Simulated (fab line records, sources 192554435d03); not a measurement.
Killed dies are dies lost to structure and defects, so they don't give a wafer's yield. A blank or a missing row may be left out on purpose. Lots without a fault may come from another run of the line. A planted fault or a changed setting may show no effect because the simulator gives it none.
fab line records | flow n5_finfet
record lots=6 wafers=18 last_day=16
route steps=1938 shown BEOL_M5@1141 PASSIVATION@1936
lots that met no fault: from a run of the same line without faults
start_h: hours from the record's first day to the start of the lot's first wafer shown | wait_h: hours since the lot's step before | " the same as in the row above | L1.1+2: a row that stands for several wafers | - no value, or no start given | * or withheld: withheld | < > ~ a bound
route shown NAME@n: a module of which the file shows steps, and the number in the route of the first | usual: mean/standard deviation of fault-free wafers | same: alike in all rows | chamber/n: place in a boat | sites: the reading at each site | _std_site: their standard deviation | _edge_site: outer sites' mean less inner sites' | radius_mm: how far each site lies from the wafer's centre | mask NAME#n: copy n | behind: the tool/chamber that last shaped the wafer | hold: why the lot was held/for how many hours/how that ended | device: the transistor (n, p or np) that didn't switch | end of line: the same wafers' tests at the end of the route | a step without rows: its recipe alone | killed: dies lost to structure and defects at the first sort, not the wafer's yield | map: a wafer's dies, x killed, . not, _ none there
set.NAME: the setting as run; set.NAME@STEP: as run at that earlier step | model.NAME: the simulator's own value behind a step, which no gauge read
lots at some steps of the route; a table a step, a row a wafer
services: from which hour (start_h, from the record's first day; less than 0 if before it) a tool's chamber was out of use, for how many hours, and why
## steps
# step N5_BEOL_M5_COAT_74
# recipe resist=underlayer temp_c=205 time_s=60 spin_rpm=1500 resist_thk_nm=5
# step N5_BEOL_M5_COAT_22
# recipe resist=CAR-EUV spin_rpm=1500 resist_thk_nm=30
# step N5_BEOL_M5_EBR_24
# recipe solvent=PGMEA ebr_width_mm=1.5
# step N5_BEOL_M5_SOFTBAKE_23
# recipe temp_c=110 time_s=60 resist=CAR-EUV
# step N5_BEOL_M5_EXPOSE_25
# recipe mask_id=V4 na=0.33 source_shape=quasar sigma_inner=0.2 sigma_outer=0.6 polarization=unpolarized defocus_nm=10 dose_mj=52.75
# step N5_BEOL_M5_PEB_26
# recipe peb_temp_c=100 peb_time_s=60 resist=CAR-EUV
# step N5_BEOL_M5_DEVELOP_27
# recipe develop_time_s=30 developer=TMAH resist=CAR-EUV rinse_liquid=surfactant_rinse dry=air_spin dev_temp_c=23
# step N5_BEOL_M5_CD_MEAS_28
# recipe target_cd_nm=30.6 landing_energy_ev=500 detector=se_inlens target_cd_y_nm=20 polarity=opening
# usual cd_nm=30.61/0.25
# columns lot.wafer tool chamber start_h wait_h cd_nm
L517.1 cd_sem-01 0 181.32 - 30.75
L517.3 " 0 " " 30.39
L517.6 " 0 " " 30.96
L524.1 cd_sem-02 0 217.95 - 30.30
L524.2 " 0 " " 30.31
L524.6 " 0 " " 30.37
L523.2 cd_sem-01 0 224.24 - 30.47
L523.3 " 0 " " 30.21
L523.6 " 0 " " 30.20
L529.3 cd_sem-03 0 253.89 - 30.98
L529.4 " 0 " " 30.30
L529.5 " 0 " " 30.79
L530.3 cd_sem-02 0 272.41 - 30.76
L530.5 " 0 " " 30.61
L530.6 " 0 " " 30.59
L533.1 cd_sem-01 0 283.35 - 30.47
L533.4 " 0 " " 31.05
L533.5 " 0 " " 30.42
# step N5_BEOL_M5_OVL_MEAS_29
# recipe points_per_wafer=522
# usual V4_OVL=0.0/0.67
# columns lot.wafer tool chamber start_h wait_h V4_OVL[nm]
L517.1 overlay-02 0 181.36 0.0 0.1
L517.3 " 0 " " -0.2
L517.6 " 0 " " 0.3
L524.1 overlay-01 0 217.98 0.0 -0.4
L524.2 " 0 " " 0.3
L524.6 " 0 " " -0.4
L523.2 overlay-01 0 224.28 0.0 1.0
L523.3 " 0 " " 1.0
L523.6 " 0 " " 1.1
L529.3 overlay-01 0 253.93 0.0 0.3
L529.4 " 0 " " 0.9
L529.5 " 0 " " 0.4
L530.3 overlay-01 0 272.44 0.0 -0.1
L530.5 " 0 " " 0.2
L530.6 " 0 " " 0.8
L533.1 overlay-02 0 283.38 0.0 -1.3
L533.4 " 0 " " -1.8
L533.5 " 0 " " -1.3
# step N5_BEOL_M5_INSPECT_30
# recipe mode=adi inspect_instrument=brightfield
# usual raw_defect_count=418/90
# columns lot.wafer tool chamber start_h wait_h raw_defect_count
L517.1 defect_inspect-02 - 181.41 0.1 422
L517.3 " - " " 433
L517.6 " - " " 438
L524.1 defect_inspect-01 - 218.03 0.1 333
L524.2 " - " " 346
L524.6 " - " " 529
L523.2 defect_inspect-02 - 224.33 0.0 437
L523.3 " - " " 332
L523.6 " - " " 316
L529.3 defect_inspect-01 - 253.98 0.0 491
L529.4 " - " " 528
L529.5 " - " " 417
L530.3 defect_inspect-01 - 272.49 0.0 539
L530.5 " - " " 406
L530.6 " - " " 454
L533.1 defect_inspect-01 - 283.44 0.1 484
L533.4 " - " " 494
L533.5 " - " " 513
# step N5_BEOL_M5_DESCUM_33
# recipe chemistry=O2 time_s=7 source_power_w=50 bias_power_w=20 pressure_mtorr=20 rf_frequency_hz=2.712e+07 temp_c=40 resist=CAR-EUV o2_flow_sccm=225
# usual drypump_motor_current_A=5.8/0.36 oes_product_au=0.78/0.086 rf_vpp_V=243.0/1.4 showerhead_plenum_p_Torr=2.08/0.076 throttle_valve_pct=20.47/0.21
# columns lot.wafer tool chamber start_h wait_h drypump_motor_current_A oes_product_au rf_hours_counter_h rf_vpp_V showerhead_plenum_p_Torr throttle_valve_pct
L517.1 rie_diel-06 2 181.45 0.0 5.9 0.68 231 242.0 2.06 20.72
L517.3 " 0 " " 5.8 0.79 121 242.2 2.02 20.18
L517.6 " 1 " " 6.4 0.90 - 246.5 2.23 20.34
L524.1 rie_diel-06 2 218.11 0.1 5.9 0.68 243 243.6 2.06 20.72
L524.2 " 0 " " 5.8 0.78 132 241.3 2.02 20.20
L524.6 " 3 " " 6.0 0.90 - 242.2 2.04 20.25
L523.2 rie_diel-06 2 224.36 0.0 5.9 0.68 245 242.7 2.06 20.75
L523.3 " 0 " " 5.8 0.77 133 241.5 2.02 20.20
L523.6 " 0 " " 5.8 0.77 - 242.5 2.02 20.21
L529.3 rie_diel-01 0 254.22 0.2 5.3 0.76 148 244.1 2.10 20.40
L529.4 " 1 " " 5.5 0.70 243 243.7 2.15 20.64
L529.5 " 0 " " 5.2 0.76 - 243.2 2.10 20.40
L530.3 rie_diel-05 1 272.53 0.0 6.1 0.72 202 244.0 2.16 20.66
L530.5 " 3 " " 5.2 0.70 - 239.9 1.98 20.68
L530.6 " 0 " " 5.9 0.82 - 242.0 2.02 20.20
L533.1 rie_diel-06 0 283.54 0.1 5.8 0.76 154 243.2 2.01 20.24
L533.4 " 1 " " 6.3 0.86 61 246.6 2.22 20.40
L533.5 " 1 " " 6.4 0.86 - 244.8 2.22 20.37
# step N5_BEOL_M5_ETCH_75
# recipe chemistry=N2/H2 target=underlayer target_depth_a=65 mask_material=CAR-EUV time_s=5.2 ion_energy_ev=200 pressure_mtorr=30 source_w=840 bias_w=150 n2_flow_sccm=200 h2_flow_sccm=200 ends=cleared
# usual drypump_motor_current_A=5.8/0.36 etch_rf_on_time_s=5.21/0.068 oes_product_au=0.67/0.073 rf_vpp_V=523/3.1 showerhead_plenum_p_Torr=2.53/0.09 throttle_valve_pct=17.92/0.22
# columns lot.wafer tool chamber start_h wait_h drypump_motor_current_A etch_rf_on_time_s oes_product_au rf_hours_counter_h rf_vpp_V showerhead_plenum_p_Torr throttle_valve_pct
L517.1 rie_diel-06 2 181.48 0.0 5.9 5.36 0.59 231 520 2.51 18.26
L517.3 " 0 " " 5.8 5.17 0.66 121 523 2.45 17.54
L517.6 " 1 " " 6.4 5.15 0.77 - 533 2.70 17.81
L524.1 rie_diel-06 2 218.14 0.0 5.9 5.34 0.59 243 522 2.51 18.30
L524.2 " 0 " " 5.8 5.24 0.66 132 523 2.45 17.54
L524.6 " 3 " " 6.0 5.20 0.79 - 521 2.49 17.74
L523.2 rie_diel-06 2 224.40 0.0 5.9 5.23 0.59 245 523 2.51 18.32
L523.3 " 0 " " 5.8 5.13 0.66 133 519 2.44 17.57
L523.6 " 0 " " 5.8 5.18 0.67 - 521 2.44 17.57
L529.3 rie_diel-01 0 254.26 0.0 5.2 5.22 0.64 148 526 2.55 17.85
L529.4 " 1 " " 5.6 5.26 0.60 243 527 2.61 18.04
L529.5 " 0 " " 5.3 5.22 0.65 - 526 2.55 17.84
L530.3 rie_diel-05 1 272.56 0.0 6.1 5.23 0.60 202 527 2.63 18.07
L530.5 " 3 " " 5.2 5.19 0.60 - 520 2.41 18.18
L530.6 " 0 " " 5.9 5.22 0.69 - 525 2.47 17.61
L533.1 rie_diel-06 0 283.58 0.0 5.8 5.13 0.65 154 519 2.44 17.58
L533.4 " 1 " " 6.3 5.03 0.74 61 528 2.69 17.86
L533.5 " 1 " " 6.4 5.02 0.74 - 528 2.69 17.84
# step N5_BEOL_M5_ETCH_67
# recipe chemistry=CF4 target=SiARC target_depth_a=156 mask_material=CAR-EUV time_s=26 ion_energy_ev=80 pressure_mtorr=40 source_w=545 bias_w=36 Ar_flow_sccm=100 cf4_flow_sccm=100 ends=cleared
# usual drypump_motor_current_A=5.8/0.36 etch_rf_on_time_s=26.1/0.35 oes_product_au=0.67/0.073 rf_vpp_V=184.0/1.2 showerhead_plenum_p_Torr=2.13/0.071 throttle_valve_pct=15.68/0.23
# columns lot.wafer tool chamber start_h wait_h drypump_motor_current_A etch_rf_on_time_s oes_product_au rf_hours_counter_h rf_vpp_V showerhead_plenum_p_Torr throttle_valve_pct
L517.1 rie_diel-06 2 181.50 0.0 5.9 26.8 0.58 231 183.0 2.11 15.97
L517.3 " 0 " " 5.8 25.9 0.68 121 183.5 2.07 15.36
L517.6 " 1 " " 6.3 25.9 0.77 - 187.1 2.27 15.41
L524.1 rie_diel-06 2 218.16 0.0 5.9 15.8 0.80 243 183.6 2.11 15.97
L524.2 " 0 " " 5.8 15.4 0.92 132 183.0 2.06 15.37
L524.6 " 3 " " 6.0 26.0 0.77 - 183.3 2.10 15.46
L523.2 rie_diel-06 2 224.42 0.0 5.9 15.8 0.80 245 183.4 2.11 16.00
L523.3 " 0 " " 5.8 25.7 0.67 133 184.3 2.06 15.35
L523.6 " 0 " " 5.7 25.8 0.66 - 183.9 2.06 15.39
L529.3 rie_diel-01 0 254.27 0.0 5.3 26.0 0.64 148 184.7 2.14 15.59
L529.4 " 1 " " 5.6 26.2 0.60 243 184.9 2.19 15.87
L529.5 " 0 " " 5.3 25.9 0.64 - 184.0 2.14 15.57
L530.3 rie_diel-05 1 272.58 0.0 6.1 26.3 0.61 202 183.8 2.21 15.91
L530.5 " 3 " " 5.2 26.1 0.60 - 183.2 2.03 15.91
L530.6 " 0 " " 5.9 26.5 0.69 - 182.4 2.09 15.45
L533.1 rie_diel-06 0 283.59 0.0 5.8 25.8 0.66 154 183.5 2.06 15.40
L533.4 " 1 " " 6.4 25.7 0.73 61 186.4 2.26 15.47
L533.5 " 1 " " 6.4 25.5 0.74 - 184.9 2.26 15.47
# step N5_BEOL_M5_ETCH_68
# recipe chemistry=N2/H2 target=SOC target_depth_a=800 overetch_a=160 mask_material=SiARC temp_c=40 time_s=120 ion_energy_ev=200 pressure_mtorr=30 source_w=840 bias_w=150 n2_flow_sccm=200 h2_flow_sccm=200
# usual drypump_motor_current_A=5.8/0.36 oes_product_au=0.60/0.062 rf_vpp_V=523.4/2.6 showerhead_plenum_p_Torr=2.53/0.09 throttle_valve_pct=17.87/0.22
# columns lot.wafer tool chamber start_h wait_h drypump_motor_current_A oes_product_au rf_hours_counter_h rf_vpp_V showerhead_plenum_p_Torr throttle_valve_pct
L517.1 rie_diel-06 2 181.53 0.0 5.9 0.53 231 522.9 2.51 18.22
L517.3 " 0 " " 5.8 0.60 121 521.6 2.45 17.49
L517.6 " 1 " " 6.3 0.69 - 528.3 2.70 17.75
L524.1 rie_diel-06 2 218.19 0.0 5.9 0.53 243 523.3 2.51 18.26
L524.2 " 0 " " 5.8 0.59 132 522.3 2.44 17.51
L524.6 " 3 " " 6.0 0.69 - 523.8 2.49 17.73
L523.2 rie_diel-06 2 224.44 0.0 5.9 0.53 245 522.8 2.51 18.26
L523.3 " 0 " " 5.8 0.60 133 520.2 2.44 17.51
L523.6 " 0 " " 5.8 0.59 - 520.4 2.44 17.53
L529.3 rie_diel-01 0 254.30 0.0 5.3 0.58 148 524.7 2.55 17.82
L529.4 " 1 " " 5.6 0.54 243 525.7 2.61 18.00
L529.5 " 0 " " 5.3 0.58 - 525.2 2.55 17.81
L530.3 rie_diel-05 1 272.60 0.0 6.1 0.55 202 526.4 2.63 18.06
L530.5 " 3 " " 5.3 0.54 - 520.6 2.41 18.13
L530.6 " 0 " " 5.9 0.62 - 522.8 2.47 17.57
L533.1 rie_diel-06 0 283.62 0.0 5.8 0.58 154 520.6 2.44 17.54
L533.4 " 1 " " 6.3 0.66 61 528.1 2.69 17.80
L533.5 " 1 " " 6.3 0.65 - 526.3 2.69 17.81
# step N5_PASSIVATION_PROBE_49
# usual defect_limited_yield=91.3/1.3 killed_at_M0_to_M3=35/13 killed_at_M4_up=13/5.2 killed_at_contacts=12/6.2 killed_at_front_end=39/9.6 killed_at_other=3.1/2.6 killed_dies=102/16 killed_on_rim=13/3.8 killed_open=68/13 killed_short=33/6.9 sort_bin_5_function=5.1/0.87 sort_bin_6_memory=3.3/0.67 sort_n_pass=1078/16 sort_yield_pct=91.3/1.3
# same gross_dies=1180 killed_at_back_side=0 sort_bin_4_leakage[%]=0 sort_bin_8_speed[%]=0
# columns lot.wafer tool chamber start_h wait_h defect_limited_yield[%] killed_at_M0_to_M3 killed_at_M4_up killed_at_contacts killed_at_front_end killed_at_other killed_dies killed_on_rim killed_open killed_short sort_bin_5_function[%] sort_bin_6_memory[%] sort_n_pass sort_yield_pct[%]
L524.1 prober-02 - 314.23 0.0 89.5 48 27 21 27 1 124 19 93 30 5.9 4.2 1056 89.5
L524.2 prober-02 - 314.28 0.1 90.8 46 18 13 30 2 109 13 82 25 4.8 4.3 1071 90.8
L524.6 prober-02 - 314.48 0.3 91.3 43 11 12 36 1 103 12 66 37 4.8 3.7 1077 91.3
L523.2 prober-01 - 322.00 0.1 92.0 47 10 8 27 2 94 10 60 34 4.1 3.6 1086 92.0
L523.3 prober-01 - 322.05 0.1 92.4 34 6 4 43 3 90 12 57 33 5.3 2.0 1090 92.4
L523.6 prober-01 - 322.20 0.3 92.1 25 13 12 40 3 93 8 63 29 4.7 3.1 1087 92.1
L529.3 prober-02 - 348.08 0.1 89.1 46 13 10 57 3 129 17 76 51 5.3 5.2 1051 89.1
L529.4 prober-02 - 348.13 0.2 91.5 42 14 8 33 3 100 13 65 34 5.6 2.8 1080 91.5
L529.5 prober-02 - 348.18 0.2 90.3 38 19 13 44 0 114 22 83 31 5.9 3.3 1066 90.3
L530.3 prober-01 - 373.02 0.1 93.6 19 6 9 42 0 76 12 55 20 4.2 1.9 1104 93.6
L530.5 prober-01 - 373.12 0.2 92.6 21 13 16 37 0 87 14 59 24 4.3 2.4 1093 92.6
L530.6 prober-01 - 373.17 0.3 90.7 36 10 16 47 1 110 9 75 34 5.4 3.7 1070 90.7
L533.1 prober-02 - 377.62 0.0 90.6 48 15 11 35 2 111 16 76 35 5.2 3.6 1069 90.6
L533.4 prober-02 - 377.77 0.2 90.0 48 14 10 41 5 118 16 79 38 5.3 4.2 1062 90.0
L533.5 prober-02 - 377.82 0.2 93.1 24 9 8 40 1 82 11 55 26 4.1 2.7 1098 93.1
# killed by level:class
L524.1 MOL_CONTACT_COAG:geometric_particle:open=18 BEOL_M4:geometric_particle:open=15 BEOL_M1:geometric_particle:open=12 BEOL_M2:geometric_particle:open=12 FIN_SAQP:geometric_particle:open=9 BEOL_M0_SAQP:geometric_particle:short=5 BEOL_M0_SAQP:geometric_particle:open=5 STI_FIN_REVEAL:geometric_particle:open=4
L524.2 BEOL_M0_SAQP:geometric_particle:open=13 MOL_CONTACT_COAG:geometric_particle:open=12 BEOL_M2:geometric_particle:open=9 BEOL_M1:geometric_particle:open=8 BEOL_M4:geometric_particle:open=7 STI_FIN_REVEAL:geometric_particle:open=6 BEOL_M0:geometric_particle:open=5 STARTING-WAFER:geometric_particle:open=5
L524.6 BEOL_M2:geometric_particle:open=12 GATE_CUT:geometric_particle:short=9 MOL_CONTACT_COAG:geometric_particle:open=9 BEOL_M4:geometric_particle:open=9 BEOL_M1:geometric_particle:open=8 FIN_SAQP:geometric_particle:short=7 DUMMY_GATE:geometric_particle:open=5 BEOL_M0:geometric_particle:open=5
L523.2 BEOL_M0_SAQP:geometric_particle:short=11 BEOL_M0_SAQP:geometric_particle:open=9 STI_FIN_REVEAL:geometric_particle:open=8 BEOL_M1:geometric_particle:open=8 BEOL_M2:geometric_particle:open=7 BEOL_M3:geometric_particle:open=6 MOL_CONTACT_COAG:geometric_particle:open=5 DUMMY_GATE:geometric_particle:open=4
L523.3 STI_FIN_REVEAL:geometric_particle:open=15 BEOL_M0_SAQP:geometric_particle:short=12 BEOL_M0_SAQP:geometric_particle:open=7 BEOL_M1:geometric_particle:open=5 GATE_CUT:geometric_particle:short=4 DUMMY_GATE:geometric_particle:open=4 MOL_CONTACT_COAG:geometric_particle:open=4 BEOL_M0:geometric_particle:open=4
L523.6 STI_FIN_REVEAL:geometric_particle:open=13 MOL_CONTACT_COAG:geometric_particle:open=10 BEOL_M0_SAQP:geometric_particle:short=7 BEOL_M3:geometric_particle:open=6 DUMMY_GATE:geometric_particle:open=4 BEOL_M0_SAQP:geometric_particle:open=4 BEOL_M4:geometric_particle:open=4 STARTING-WAFER:geometric_particle:open=4
L529.3 FIN_SAQP:geometric_particle:short=22 FIN_SAQP:geometric_particle:open=14 BEOL_M0_SAQP:geometric_particle:open=11 BEOL_M2:geometric_particle:open=8 BEOL_M3:geometric_particle:open=8 MOL_CONTACT_COAG:geometric_particle:open=7 BEOL_M0_SAQP:geometric_particle:short=6 GATE_CUT:geometric_particle:short=5
L529.4 BEOL_M0_SAQP:geometric_particle:open=11 FIN_SAQP:geometric_particle:short=9 FIN_SAQP:geometric_particle:open=8 BEOL_M0_SAQP:geometric_particle:short=7 BEOL_M2:geometric_particle:open=7 BEOL_M1:geometric_particle:open=6 BEOL_M3:geometric_particle:open=6 MOL_CONTACT_COAG:geometric_particle:open=4
L529.5 FIN_SAQP:geometric_particle:open=15 MOL_CONTACT_COAG:geometric_particle:open=10 BEOL_M0_SAQP:geometric_particle:short=10 BEOL_M4:geometric_particle:open=10 FIN_SAQP:geometric_particle:short=9 BEOL_M1:geometric_particle:open=8 BEOL_M3:geometric_particle:open=7 DUMMY_GATE:geometric_particle:open=6
L530.3 STI_FIN_REVEAL:geometric_particle:open=11 MOL_CONTACT_COAG:geometric_particle:open=8 FIN_SAQP:geometric_particle:open=7 FIN_SAQP:geometric_particle:short=5 DUMMY_GATE:geometric_particle:open=5 BEOL_M2:geometric_particle:open=5 BEOL_M0_SAQP:geometric_particle:open=3 BEOL_M1:geometric_particle:open=3
L530.5 MOL_CONTACT_COAG:geometric_particle:open=13 FIN_SAQP:geometric_particle:open=10 BEOL_M2:geometric_particle:open=7 DUMMY_GATE:geometric_particle:open=5 ILD0:geometric_particle:short=4 BEOL_M0_SAQP:geometric_particle:short=4 BEOL_M0_SAQP:geometric_particle:open=4 BEOL_M3:geometric_particle:open=4
L530.6 FIN_SAQP:geometric_particle:open=15 MOL_CONTACT_COAG:geometric_particle:open=12 BEOL_M2:geometric_particle:open=11 FIN_SAQP:geometric_particle:short=10 BEOL_M3:geometric_particle:open=10 STI_FIN_REVEAL:geometric_particle:open=5 MOL_CONTACT_COAG:geometric_particle:short=4 DUMMY_GATE:geometric_particle:open=4
L533.1 BEOL_M3:geometric_particle:open=17 MOL_CONTACT_COAG:geometric_particle:open=10 BEOL_M0_SAQP:geometric_particle:open=8 GATE_CUT:geometric_particle:open=7 BEOL_M0_SAQP:geometric_particle:short=7 BEOL_M2:geometric_particle:open=7 GATE_CUT:geometric_particle:short=6 BEOL_M4:geometric_particle:open=6
L533.4 BEOL_M0_SAQP:geometric_particle:open=11 BEOL_M2:geometric_particle:open=10 STI_FIN_REVEAL:geometric_particle:open=9 MOL_CONTACT_COAG:geometric_particle:open=8 BEOL_M0_SAQP:geometric_particle:short=8 BEOL_M4:geometric_particle:open=7 FIN_SAQP:geometric_particle:open=6 FIN_SAQP:geometric_particle:short=6
L533.5 STI_FIN_REVEAL:geometric_particle:open=12 MOL_CONTACT_COAG:geometric_particle:open=7 BEOL_M2:geometric_particle:open=5 DUMMY_GATE:geometric_particle:open=5 BEOL_M3:geometric_particle:open=5 STI_FIN_REVEAL:geometric_particle:short=4 GATE_CUT:geometric_particle:short=4 BEOL_M0_SAQP:geometric_particle:short=4
## services
# columns tool chamber start_h hours kind
rie_diel-06 2 158.83 4.2 repair
rie_diel-06 1 212.61 5.3 repair
rie_diel-05 2 235.25 4.6 repair
rie_diel-05 2 240.09 - clean
rie_diel-05 2 240.09 - consumable_replace:focus_ring
rie_diel-05 2 240.09 - consumable_replace:showerhead
rie_diel-05 2 240.09 13.4 scheduled_down
rie_diel-05 2 240.09 13.4 vent_cycle
rie_diel-06 2 246.36 - clean
rie_diel-06 2 246.36 - consumable_replace:focus_ring
rie_diel-06 2 246.36 27.1 scheduled_down
rie_diel-06 2 246.36 27.1 vent_cycle
rie_diel-01 1 274.03 - clean
rie_diel-01 1 274.03 - consumable_replace:focus_ring
## key
first_sign step=N5_BEOL_M5_ETCH_67 reading=etch_rf_on_time_s direction=down sigmas=30 usual=* struck=*
effect step=N5_BEOL_M5_ETCH_67 reading=oes_product_au direction=up sigmas=2.4 usual=0.67 struck=0.84
met_at N5_BEOL_M5_ETCH_67
struck_wafers L523.2,L524.1,L524.2
onset_between 181.50 218.16
fault kind=process_parameter_drift tool=rie_diel-06 chamber=- onset_h=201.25 steps=N5_BEOL_M5_ETCH_67 channel=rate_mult offset=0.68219 shape=step end_h=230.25 scope=struck_wafers_only
